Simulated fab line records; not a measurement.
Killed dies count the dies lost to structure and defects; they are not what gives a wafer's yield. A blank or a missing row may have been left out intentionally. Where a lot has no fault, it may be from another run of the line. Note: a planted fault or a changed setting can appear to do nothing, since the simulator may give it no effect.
fab line records | flow nand_harc
[record] lots = 13 wafers = 39 last_day = 35
route steps=1302 shown A_BONDPAD@1215 HYBRID_BOND@1243 THIN_TSV@1268 END@1302
lots with no fault: from the same line, run without faults
start_h: hours from the record's first day to the start of the lot's first wafer shown | wait_h: time in hours since the lot's previous step | " unchanged from the row above | L1.1+2: one row covering several wafers at once | - no value, or no start given | * or withheld: withheld | < > ~ a bound
route shown NAME@n: NAME is a module with steps in the file, n the number in the route of the first one | usual: mean and standard deviation over wafers with no fault | same: alike in all rows | chamber/n: place in a boat | sites: readings site by site | _std_site: the standard deviation of these | _edge_site: outer sites' mean less inner sites' | radius_mm: how far each site lies from the wafer's centre | mask NAME#n: copy n | behind: the tool/chamber that last shaped the wafer | hold: why the lot was held/for how many hours/how that ended | device: transistor that didn't switch, given as n, p or np | end of line: at the end of the route, the tests of the same wafers | a step given without rows: its recipe and nothing more | killed: at the first sort, the dies lost to defects and structure; wafer yield is something else | map: a wafer's dies, x killed, . not, _ none there
set.NAME: the run value of the setting; set.NAME@STEP: its run value at that earlier step | model.NAME: the simulator's own value behind a step, which no gauge read
steps of the route over a sample of lots; a table a step, a row a wafer
services: the hour from which a tool's chamber was out of use, counted from the record's first day as start_h (under 0 if before that day), plus the number of hours and why
[[steps]]
[step NHARC_A_BONDPAD_CD_MEAS_09]
[recipe] target_cd_nm = 500 landing_energy_ev = 500
[usual] cd_nm = 500.9/1.7
// columns lot.wafer tool chamber start_h wait_h cd_nm
L355.3 cd_sem-02 0 548.52 - 500.0
L355.4 " 0 " " 501.4
L355.6 " 0 " " 502.8
L356.2 cd_sem-03 0 554.81 - 502.1
L356.4 " 0 " " 498.2
L356.5 " 0 " " 501.1
L361.1 cd_sem-01 0 590.00 - 499.6
L361.4 " 0 " " 500.0
L361.5 " 0 " " 502.7
L359.2 cd_sem-01 0 598.69 - 499.8
L359.4 " 0 " " 500.7
L359.5 " 0 " " 499.7
L364.2 cd_sem-03 0 628.13 - 498.7
L364.4 " 0 " " 499.1
L364.6 " 0 " " 500.5
L366.2 cd_sem-03 0 643.21 - 500.4
L366.3 " 0 " " 500.4
L366.5 " 0 " " 499.7
L367.2 cd_sem-01 0 673.57 - 501.0
L367.3 " 0 " " 498.4
L367.5 " 0 " " 501.9
L369.1 cd_sem-01 0 681.00 - 499.8
L369.5 " 0 " " 499.2
L369.6 " 0 " " 501.6
L374.2 cd_sem-01 0 717.79 - 498.5
L374.4 " 0 " " 503.9
L374.5 " 0 " " 498.0
L373.3 cd_sem-01 0 724.99 - 500.4
L373.5 " 0 " " 501.2
L373.6 " 0 " " 501.1
L376.2 cd_sem-02 0 754.76 - 503.7
L376.3 " 0 " " 499.3
L376.5 " 0 " " 500.3
L375.3 cd_sem-01 0 765.23 - 503.3
L375.5 " 0 " " 500.1
L375.6 " 0 " " 503.7
L377.2 cd_sem-03 0 768.83 - 499.5
L377.3 " 0 " " 503.1
L377.4 " 0 " " 501.9
[step NHARC_HYBRID_BOND_INSPECT_06]
[recipe] inspect_instrument = ir_void
[usual] raw_defect_count = 93/44
// columns lot.wafer tool chamber start_h wait_h raw_defect_count
L355.3 defect_inspect-01 - 560.80 0.1 123
L355.4 " - " " 101
L355.6 " - " " 104
L356.2 defect_inspect-01 - 565.16 0.1 115
L356.4 " - " " 103
L356.5 " - " " 134
L361.1 defect_inspect-01 - 602.32 0.0 153
L361.4 " - " " 156
L361.5 " - " " 153
L359.2 defect_inspect-02 - 609.16 0.1 173
L359.4 " - " " 162
L359.5 " - " " 147
L364.2 defect_inspect-01 - 642.96 0.1 97
L364.4 " - " " 92
L364.6 " - " " 96
L366.2 defect_inspect-01 - 657.53 0.1 42
L366.3 " - " " 43
L366.5 " - " " 51
L367.2 defect_inspect-02 - 686.32 0.1 123
L367.3 " - " " 107
L367.5 " - " " 96
L369.1 defect_inspect-02 - 695.31 0.0 133
L369.5 " - " " 119
L369.6 " - " " 114
L374.2 defect_inspect-02 - 731.07 0.1 88
L374.4 " - " " 89
L374.5 " - " " 109
L373.3 defect_inspect-01 - 737.67 0.1 91
L373.5 " - " " 77
L373.6 " - " " 73
L376.2 defect_inspect-01 - 766.96 0.1 30
L376.3 " - " " 32
L376.5 " - " " 38
L375.3 defect_inspect-02 - 777.52 0.1 33
L375.5 " - " " 52
L375.6 " - " " 55
L377.2 defect_inspect-02 - 781.80 0.1 168
L377.3 " - " " 139
L377.4 " - " " 150
[step NHARC_THIN_TSV_ETCHBACK_48]
[recipe] target_depth_a = 10285 over_etch_frac = 0.3 time_s = 405.17 ion_energy_ev = 250 c4f8_flow_sccm = withheld ar_flow_sccm = withheld rf_w = 600 bias_w = 300 chemistry = C4F8/Ar
[usual] oes_product_au = 0.931/0.02 over_etch_frac = 0.3/0 rf_fwd_power_W = 598.6/1.8 rf_vpp_V = 547/4.1
// columns lot.wafer tool chamber start_h wait_h oes_product_au over_etch_frac rf_fwd_power_W rf_hours_counter_h rf_vpp_V
L355.4 rie_diel-13 2 566.86 - 0.930 0.3 596.9 2.9 541
L355.3 " 0 " " 0.935 0.3 598.4 2.3 544
L355.6 " 2 " " 0.931 0.3 599.8 - 543
L356.2 rie_diel-13 0 571.23 - 0.931 0.3 599.3 2.7 544
L356.4 " 1 " " 0.935 0.3 597.6 3.4 543
L356.5 " 1 " " 0.928 0.3 599.0 - 544
L361.4 rie_diel-13 1 607.77 - 0.927 0.3 598.2 5.6 543
L361.1 " 2 " " 0.930 0.3 597.3 5.9 542
L361.5 " 3 " " 0.923 0.3 599.8 - 542
L359.2 rie_diel-02 2 615.19 - 0.927 0.3 600.7 2.0 552
L359.4 " 3 " " 0.923 0.3 599.3 2.2 551
L359.5 " 1 " " 0.912 0.3 599.5 - 551
L364.2 rie_diel-02 0 649.29 - 0.948 0.3 597.8 4.8 551
L364.6 " 3 " " 0.958 0.3 600.9 - 553
L364.4 " 0 " " 0.946 0.3 599.1 - 551
L366.3 rie_diel-02 3 662.59 - 0.972 0.25692 599.3 5.8 552
L366.2 " 2 " " 0.934 0.25692 599.6 3.9 551
L366.5 " 0 " " 0.958 0.25692 598.7 - 550
L367.3 rie_diel-02 0 691.25 - 0.924 0.25692 595.6 7.3 551
L367.2 " 1 " " 0.934 0.25692 597.6 7.1 549
L367.5 " 1 " " 0.934 0.25692 594.5 - 550
L369.1 rie_diel-02 2 700.22 - 0.918 0.25692 597.3 5.6 550
L369.5 " 3 " " 0.909 0.25692 598.0 - 552
L369.6 " 0 " " 0.906 0.25692 599.3 - 548
L374.4 rie_diel-03 1 735.87 - 0.998 0.3 601.5 5.8 548
L374.2 " 0 " " 0.984 0.3 600.8 4.7 542
L374.5 " 2 " " 1.003 0.3 600.3 - 544
L373.3 rie_diel-13 0 761.39 - 0.933 0.3 596.8 3.3 543
L373.6 " 1 " " 0.923 0.3 598.3 - 542
L373.5 " 2 " " 0.933 0.3 597.0 - 543
L376.2 rie_diel-13 1 771.84 - 0.925 0.3 599.8 4.2 543
L376.3 " 3 " " 0.925 0.3 601.1 4.3 541
L376.5 " 0 " " 0.929 0.3 599.2 - 544
L375.3 rie_diel-13 2 811.19 0.4 0.955 0.3 598.4 5.4 543
L375.5 " 1 " " 0.956 0.3 600.2 - 544
L375.6 " 0 " " 0.963 0.3 598.8 - 543
L377.4 rie_diel-02 1 812.24 - 0.912 0.3 599.3 2.2 549
L377.3 " 2 " " 0.927 0.3 598.3 1.6 552
L377.2 " 3 " " 0.913 0.3 597.6 1.6 552
[step NHARC_THIN_TSV_ANNEAL_52]
[recipe] temp_c = 225 time_s = 90
[usual] wafer_temp_C_max = 226.4/0.31
// columns lot.wafer tool chamber start_h wait_h wafer_temp_C_max
L355.3 rtp_anneal-01 0 568.65 0.4 226.7
L355.4 " 0 " " 226.3
L355.6 " 0 " " 226.4
L356.2 rtp_anneal-02 0 573.00 0.7 226.7
L356.4 " 0 " " 226.5
L356.5 " 0 " " 226.8
L361.1 rtp_anneal-02 0 609.42 0.6 226.7
L361.4 " 0 " " 226.5
L361.5 " 0 " " 226.5
L359.2 rtp_anneal-02 0 616.91 0.7 226.4
L359.4 " 0 " " 226.6
L359.5 " 0 " " 226.6
L364.2 rtp_anneal-01 0 651.07 0.7 226.4
L364.4 " 0 " " 226.8
L364.6 " 0 " " 225.9
L366.2 rtp_anneal-02 0 664.35 0.6 226.7
L366.3 " 0 " " 226.5
L366.5 " 0 " " 226.3
L367.2 rtp_anneal-01 0 693.89 0.6 226.7
L367.3 " 0 " " 226.4
L367.5 " 0 " " 225.9
L369.1 rtp_anneal-01 0 702.11 0.5 226.6
L369.5 " 0 " " 225.9
L369.6 " 0 " " 226.1
L374.2 rtp_anneal-01 0 737.65 0.7 226.2
L374.4 " 0 " " 226.0
L374.5 " 0 " " 226.2
L373.3 rtp_anneal-01 0 763.11 0.5 226.6
L373.5 " 0 " " 226.4
L373.6 " 0 " " 225.9
L376.2 rtp_anneal-01 0 773.57 0.7 226.1
L376.3 " 0 " " 226.6
L376.5 " 0 " " 226.6
L375.3 rtp_anneal-01 0 813.05 0.4 226.5
L375.5 " 0 " " 225.9
L375.6 " 0 " " 226.2
L377.2 rtp_anneal-02 0 813.98 0.7 226.6
L377.3 " 0 " " 226.7
L377.4 " 0 " " 227.1
[step NHARC_END_SORT_01]
[recipe] temp_c = 25
[usual] defect_limited_yield = 90/3.4 killed_at_array = 62/22 killed_at_other = 1.0/1.4 killed_at_periphery = 4.2/2.8 killed_dies = 67/23 killed_open = 3.1/1.7 killed_short = 2.1/1.5
[same] gross_dies = 677
// columns lot.wafer tool chamber start_h wait_h defect_limited_yield[%] killed_at_array killed_at_other killed_at_periphery killed_dies killed_open killed_short
L361.1 prober-02 0 620.66 2.5 85 94 2 7 103 2 6
L361.4 prober-02 0 623.07 3.4 85 95 0 8 103 3 4
L361.5 prober-02 0 623.87 3.7 87 84 0 4 88 5 1
L369.1 prober-01 0 714.24 2.5 88 78 1 0 79 0 3
L369.5 prober-01 0 717.43 3.7 88 79 0 3 82 3 2
L369.6 prober-01 0 718.22 4.0 87 82 2 1 85 4 2
L374.2 prober-02 0 749.44 2.8 90 63 3 4 70 3 2
L374.4 prober-02 0 751.02 3.4 88 75 3 6 84 4 1
L374.5 prober-02 0 751.82 3.7 89 67 2 4 73 3 3
L377.2 prober-02 0 824.85 2.8 84 107 0 2 109 5 2
L377.3 prober-02 0 825.65 3.1 88 77 0 2 79 5 1
L377.4 prober-02 0 826.45 3.4 90 68 1 0 69 3 2
L375.3 prober-01 0 825.72 3.1 94 32 1 5 38 4 3
L375.5 prober-01 0 827.34 3.8 93 40 0 5 45 1 0
L375.6 prober-01 0 828.16 4.1 92 49 0 4 53 7 1
// killed by level:class
L361.1 A_CHANNEL_HOLE_D1:chamber_film_flake=30 A_CHANNEL_HOLE_D2:chamber_film_flake=30 A_SLIT:chamber_film_flake=24 A_CONTACT:chamber_film_flake=3 P_GATE:chamber_film_flake=2 P_M0:chamber_film_flake=2 P_CONTACT:geometric_particle:open=1 P_M0:geometric_particle:short=1
L361.4 A_CHANNEL_HOLE_D1:chamber_film_flake=31 A_SLIT:chamber_film_flake=27 A_CHANNEL_HOLE_D2:chamber_film_flake=26 P_M0:chamber_film_flake=4 A_CONTACT:chamber_film_flake=3 A_CHANNEL_FILL_D2:geometric_particle:short=2 P_ZERO_WELL:chamber_film_flake=2 A_STAIRCASE:chamber_film_flake=2
L361.5 A_SLIT:chamber_film_flake=31 A_CHANNEL_HOLE_D1:chamber_film_flake=22 A_CHANNEL_HOLE_D2:chamber_film_flake=21 P_M0:chamber_film_flake=3 A_CONTACT:chamber_film_flake=3 A_CHANNEL_HOLE_D1:geometric_particle:open=1 A_DECK1_JOINT:geometric_particle:open=1 A_CHANNEL_FILL_D2:geometric_particle:open=1
L369.1 A_SLIT:chamber_film_flake=39 A_CHANNEL_HOLE_D1:chamber_film_flake=28 A_STAIRCASE:chamber_film_flake=4 A_CONTACT:chamber_film_flake=4 A_ONON_D1:geometric_particle:short=1 A_CHANNEL_FILL_D1:geometric_particle:short=1 A_ONON_D2:geometric_particle:short=1 THIN_TSV:chamber_film_flake=1
L369.5 A_SLIT:chamber_film_flake=35 A_CHANNEL_HOLE_D1:chamber_film_flake=31 A_CONTACT:chamber_film_flake=6 A_ONON_D1:geometric_particle:open=2 P_BONDPAD:chamber_film_flake=2 A_SGD_CUT:chamber_film_flake=2 P_CONTACT:geometric_particle:open=1 A_CHANNEL_FILL_D1:geometric_particle:short=1
L369.6 A_SLIT:chamber_film_flake=34 A_CHANNEL_HOLE_D1:chamber_film_flake=32 A_STAIRCASE:chamber_film_flake=4 A_CONTACT:chamber_film_flake=4 A_ONON_D2:geometric_particle:open=2 A_WL_FILL:chamber_film_flake=2 A_CHANNEL_FILL_D2:geometric_particle:short=1 A_WL_FILL:geometric_particle:open=1
L374.2 A_CHANNEL_HOLE_D2:chamber_film_flake=25 A_CONTACT:chamber_film_flake=10 A_CHANNEL_HOLE_D1:chamber_film_flake=8 A_BLC:chamber_film_flake=6 A_SLIT:chamber_film_flake=4 A_STAIRCASE:chamber_film_flake=3 THIN_TSV:chamber_film_flake=3 A_CHANNEL_FILL_D2:geometric_particle:short=2
L374.4 A_CHANNEL_HOLE_D2:chamber_film_flake=32 A_CHANNEL_HOLE_D1:chamber_film_flake=17 A_SLIT:chamber_film_flake=6 A_BLC:chamber_film_flake=6 P_GATE:chamber_film_flake=4 A_STAIRCASE:chamber_film_flake=3 A_CONTACT:chamber_film_flake=3 THIN_TSV:chamber_film_flake=3
L374.5 A_CHANNEL_HOLE_D2:chamber_film_flake=32 A_CHANNEL_HOLE_D1:chamber_film_flake=10 A_SLIT:chamber_film_flake=6 A_CONTACT:chamber_film_flake=4 A_BLC:chamber_film_flake=3 A_STAIRCASE:chamber_film_flake=3 A_WL_FILL:chamber_film_flake=3 P_GATE:chamber_film_flake=2
L377.2 A_CHANNEL_HOLE_D2:chamber_film_flake=40 A_SLIT:chamber_film_flake=27 A_CHANNEL_HOLE_D1:chamber_film_flake=17 A_CONTACT:chamber_film_flake=7 A_STAIRCASE:chamber_film_flake=3 A_M0:chamber_film_flake=3 A_M0:geometric_particle:open=2 A_WL_FILL:chamber_film_flake=2
L377.3 A_CHANNEL_HOLE_D2:chamber_film_flake=28 A_SLIT:chamber_film_flake=23 A_CHANNEL_HOLE_D1:chamber_film_flake=9 A_CONTACT:chamber_film_flake=5 A_STAIRCASE:chamber_film_flake=4 P_GATE:chamber_film_flake=2 A_ONON_D1:geometric_particle:open=1 A_ONON_D2:geometric_particle:open=1
L375.3 A_CHANNEL_HOLE_D1:chamber_film_flake=15 A_CONTACT:chamber_film_flake=6 A_SLIT:chamber_film_flake=5 P_M0:chamber_film_flake=2 P_M0:geometric_particle:short=1 P_M0:geometric_particle:open=1 A_CHANNEL_HOLE_D1:geometric_particle:open=1 A_ONON_D2:geometric_particle:open=1
L377.4 A_SLIT:chamber_film_flake=18 A_CHANNEL_HOLE_D2:chamber_film_flake=16 A_CHANNEL_HOLE_D1:chamber_film_flake=15 A_CONTACT:chamber_film_flake=7 A_CHANNEL_FILL_D2:chamber_film_flake=3 A_STAIRCASE:chamber_film_flake=3 A_WL_FILL:geometric_particle:open=2 A_ONON_D1:geometric_particle:open=1
L375.5 A_CHANNEL_HOLE_D1:chamber_film_flake=23 A_SLIT:chamber_film_flake=7 A_CONTACT:chamber_film_flake=4 P_GATE:chamber_film_flake=2 P_M0:chamber_film_flake=2 A_CHANNEL_FILL_D2:chamber_film_flake=2 A_CHANNEL_HOLE_D1:geometric_particle:open=1 P_ZERO_WELL:chamber_film_flake=1
L375.6 A_CHANNEL_HOLE_D1:chamber_film_flake=21 A_SLIT:chamber_film_flake=10 A_STAIRCASE:chamber_film_flake=3 A_CONTACT:chamber_film_flake=3 A_ONON_D1:geometric_particle:open=2 P_M0:chamber_film_flake=2 A_M0:chamber_film_flake=2 A_SOURCE_PLATE:geometric_particle:open=1
[[services]]
// columns tool chamber start_h hours kind
rie_diel-13 0 547.53 12.4 repair
rie_diel-02 3 548.17 3.1 repair
rie_diel-02 - 548.86 0.5 repair
rie_diel-13 2 549.59 6.3 repair
rie_diel-13 1 552.50 - clean
rie_diel-13 3 552.50 - clean
rie_diel-02 - 570.76 9.0 pm
rie_diel-02 0 570.76 9.0 vent_cycle
rie_diel-03 1 593.15 6.6 repair
rie_diel-03 1 605.08 8.9 repair
rie_diel-13 1 610.55 9.0 repair
rie_diel-02 1 623.55 5.7 repair
rie_diel-03 - 635.30 9.0 pm
rie_diel-02 2 642.31 16.2 repair
rie_diel-13 - 696.00 9.0 pm
rie_diel-13 2 708.44 4.5 repair
rie_diel-02 - 727.16 1.3 repair
rtp_anneal-02 - 744.00 12.0 pm
rie_diel-02 - 747.76 9.0 pm
rie_diel-02 3 769.33 23.3 repair
rie_diel-02 - 784.48 0.3 repair
rie_diel-13 3 799.97 14.9 repair
rie_diel-02 2 807.49 3.6 repair
rie_diel-03 - 812.30 9.0 pm
[[key]]
[first_sign] step = NHARC_THIN_TSV_ETCHBACK_48 reading = over_etch_frac direction = down sigmas = 99+ usual = 0.3 struck = 0.25692
effect none on later readings
met_at NHARC_THIN_TSV_ETCHBACK_48
struck_lots L366,L367,L369
not_acting_at NHARC_A_BONDPAD_CD_MEAS_09,NHARC_HYBRID_BOND_INSPECT_06,NHARC_THIN_TSV_ANNEAL_52
onset_between 649.29 662.59
[fault] kind = process_parameter_drift tool = rie_diel-02 chamber = - onset_h = 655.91 steps = NHARC_THIN_TSV_ETCHBACK_48 channel = over_etch_frac offset = -0.043079 shape = step end_h = 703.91 acts_in = these_recipes_only stated = 0.3
